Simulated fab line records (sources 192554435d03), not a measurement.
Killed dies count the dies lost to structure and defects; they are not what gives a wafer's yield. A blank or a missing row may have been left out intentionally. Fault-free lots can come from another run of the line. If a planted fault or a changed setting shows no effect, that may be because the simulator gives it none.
Problem report, 8D (eight disciplines) form, completed by code	flow n5 finfet	the parts of the form that need people (team, actions taken, sign-off) are left out

== 1. WHAT WENT WRONG ==
Wafers without a fault read 13, standard deviation 5.1; killed_at_M4_up at N5_PASSIVATION_PROBE_49 reads a mean of 113 on 6 wafers belonging to 2 lots. That is +20 standard deviations from the usual mean.
First observed at day 16 02:41: wafer L163.1, on prober-01. Wafers with a number at this step in the record: 21, from 8 lots. Rule for "out" (also "out of limits"): further than 4 standard deviations from the usual mean. The rest of the wafers with a number are treated as sound.

== 2. WHAT IT IS; WHAT IT IS NOT ==
question	is	is not
which readings at this step	killed_at_M4_up	killed at contacts, killed at front end, killed at other, killed open, killed short
which lots	L163, L164	L149, L152, L157, L159, L160, L171
which wafers of those lots	all that have a number	-
read on which tools	prober-01, prober-02	-
when	from day 16 02:41	up to then (13 sound wafers); but 2 sound wafers of L171 came after

== 3. THE SUSPECTS, EACH WITH WHAT RULES IT OUT ==
Counting: a tool stays on the suspect list if, at a process step up to the reading, it processed all lots that are out and no sound lot following the first of them.
- cvd co-02 at N5_BEOL_M5_CVD_47 (deposits Co from CCTBA/H2, target thk 3 nm, time 216 s): kept. All lots that are out passed through it, beginning with L163 at day 12 03:32, and no sound lot followed; its final sound lot before that point was L159 at day 11 07:44.
The count leaves cvd co-02 at N5_BEOL_M5_CVD_47.

== 4. THE CAUSE (what the simulator had put in) ==
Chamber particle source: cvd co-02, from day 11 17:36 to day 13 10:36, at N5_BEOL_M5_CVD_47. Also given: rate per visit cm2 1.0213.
Only this tool survived the counting.

== 5. THE CHAIN OF EFFECTS, in route order ==
Each row: a reading where the mean over the struck wafers with a number is more than 3 standard deviations away from the usual. Readings are gone through only where the record gives a usual standard deviation; hours: the median, over the lots, of the time from a lot's start at the first step in this table giving one to that lot's start at this step; sigmas: the change measured in usual standard deviations.
hours	step	reading	usual	on struck wafers	change	sigmas
0	N5_PASSIVATION_PROBE_49	defect limited yield	91.7 %	83.3	-8.4	-4.9
0	N5_PASSIVATION_PROBE_49	killed_at_M4_up	13	113	+100	+20
0	N5_PASSIVATION_PROBE_49	killed dies	98	197	+99	+5.0
0	N5_PASSIVATION_PROBE_49	sort_bin_5_function	4.8 %	10.5	+5.7	+5.2
0	N5_PASSIVATION_PROBE_49	sort n pass	1082	983	-99	-5.0
0	N5_PASSIVATION_PROBE_49	sort yield pct	91.7 %	83.3	-8.4	-4.9
Here are the process steps it includes:
- N5_PASSIVATION_PROBE_49

== 6. WHAT WOULD HAVE CAUGHT IT SOONER ==
In this record no reading fell out of limits until day 16 02:41, 105 hours after the fault had begun at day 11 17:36.
By day 16 02:41 the whole set of lots that are out, 2 in number, had already begun N5_BEOL_M5_CVD_47 on cvd co-02. None of them would have been spared by holding the tool at that moment.
